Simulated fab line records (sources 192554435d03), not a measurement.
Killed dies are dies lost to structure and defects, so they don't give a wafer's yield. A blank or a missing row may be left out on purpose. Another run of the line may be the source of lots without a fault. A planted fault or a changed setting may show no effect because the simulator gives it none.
Split-lot trial + flow n5 finfet + 7 lots, 21 wafers read, on a route of 1938 steps

## THE SPLIT
At N5_BEOL_M14_COAT_58 (time 60 s, resist thk 89 nm), the setting spin rpm was moved away from the recipe's 1500 rpm on 4 of the 21 wafers read, by -9.0% to +5.3%. The other wafers ran this setting at the recipe's value.

## FROM THE SPLIT TO THE READING: what the file shows between them, 3 steps
- N5_BEOL_M14_COAT_04: resist thk 800 nm
- N5_BEOL_M14_EBR_06
- N5_BEOL_M14_DESCUM_15: chemistry O2, time 7.9 s

## THE READING
etch.depth nm (the simulator's own value, which no gauge read), in nm, at N5_BEOL_M14_ETCH_59 (etches BARC in N2/H2, target depth 89 nm, overetch 26.7 nm, time 67.9 s). There is no usual value for it anywhere in the file. Here, 17 wafers ran the recipe; their average is 89.20 nm with a standard deviation of 0.27 nm.

| wafer  | tool, chamber at the split | spin rpm as run, rpm | against the recipe | etch.depth nm, nm | against lot-mates on the recipe |
|--------|----------------------------|----------------------|--------------------|-------------------|---------------------------------|
| L074.1 | litho track-05, 0          | 1500                 | recipe             | 89.12             | -                               |
| L074.2 | litho track-05, 0          | 1500                 | recipe             | 88.91             | -                               |
| L074.4 | litho track-05, 0          | 1500                 | recipe             | 88.83             | -                               |
| L081.2 | litho track-05, 0          | 1500                 | recipe             | 89.27             | -                               |
| L081.3 | litho track-05, 0          | 1500                 | recipe             | 88.92             | -                               |
| L081.5 | litho track-05, 0          | 1500                 | recipe             | 89.05             | -                               |
| L088.2 | litho track-02, 0          | 1500                 | recipe             | 89.75             | -                               |
| L088.3 | litho track-02, 0          | 1500                 | recipe             | 89.28             | -                               |
| L088.6 | litho track-02, 0          | 1500                 | recipe             | 89.6              | -                               |
| L089.2 | litho track-05, 0          | 1500                 | recipe             | 89.56             | -                               |
| L089.3 | litho track-05, 0          | 1500                 | recipe             | 89.56             | -                               |
| L089.4 | litho track-05, 0          | 1365                 | -9.0%              | 93.68             | +4.12                           |
| L091.2 | litho track-01, 0          | 1500                 | recipe             | 89.17             | -                               |
| L091.4 | litho track-01, 0          | 1500                 | recipe             | 89.28             | -                               |
| L091.5 | litho track-01, 0          | 1580                 | +5.3%              | 86.87             | -2.35                           |
| L094.1 | litho track-01, 0          | 1571                 | +4.7%              | 86.79             | -2.31                           |
| L094.4 | litho track-01, 0          | 1500                 | recipe             | 89.1              | -                               |
| L094.6 | litho track-01, 0          | 1571                 | +4.7%              | 87.09             | -2.01                           |
| L096.1 | litho track-02, 0          | 1500                 | recipe             | 89.08             | -                               |
| L096.4 | litho track-02, 0          | 1500                 | recipe             | 88.94             | -                               |
| L096.6 | litho track-02, 0          | 1500                 | recipe             | 89.01             | -                               |

FIT RESULTS
A straight line over all 21 wafers: etch.depth nm changes by -0.481 nm for each +1% of spin rpm; r = -0.98; the points scatter about the line by 0.26 nm.
The same after taking each lot's own level away (the mean of its wafers on the recipe; 21 wafers): -0.455 nm for each +1%; r = -1.00; scatter 0.12 nm.
On that fit, the largest move of spin rpm shifts the reading by 4.1 nm.
Across the lots, their own levels run from 88.953 to 89.560 nm, a range of 2.3 times the standard deviation given above.
The two slopes are in agreement: the lot-to-lot level therefore moves the slope only a little.
Check: with one of the wafers moved furthest among these (-9.0%) left out of the fit, the line predicts +4.05 nm for it against its lot-mates. It came out at +4.12 nm against them.

## THESE WAFERS: OTHER SPLITS
Note: prior to the reading, these wafers also went through further splits. Each is held against what the fit with the lots' levels taken away leaves over:
| other split on the same wafers    | wafers away from the commonest value | r with etch.depth nm (lot level and that fit taken away) |
|-----------------------------------|--------------------------------------|----------------------------------------------------------|
| N5_BEOL_M11_EXPOSE_08 dose mj     | 6                                    | +0.21                                                    |
| N5_BEOL_M12_COAT_65 spin rpm      | 8                                    | -0.49                                                    |
| N5_BEOL_M13_COAT_66 spin rpm      | 7                                    | -0.46                                                    |
| N5_BEOL_M13_CMP_49 down force psi | 6                                    | -0.09                                                    |

## THE WHOLE CHAIN: every reading that the file lists as answering this split, in the file's order
| step                | what it does                                                            | reading                                                                          | change (the file's fit)               | r (the file's) |
|---------------------|-------------------------------------------------------------------------|----------------------------------------------------------------------------------|---------------------------------------|----------------|
| N5_BEOL_M14_COAT_58 | time 60 s, resist thk 89 nm                                             | BARC_of_BEOL_M14_COAT_58.thk nm (the simulator's own value, which no gauge read) | -0.446 nm for each +1% of the setting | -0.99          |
| N5_BEOL_M14_ETCH_59 | etches BARC in N2/H2, target depth 89 nm, overetch 26.7 nm, time 67.9 s | etch.depth nm (the simulator's own value, which no gauge read)                   | -0.454 nm for each +1% of the setting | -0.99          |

## THE FILE'S OWN FIT
etch.depth nm changes by -0.454 nm for each +1% of spin rpm, r = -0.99.
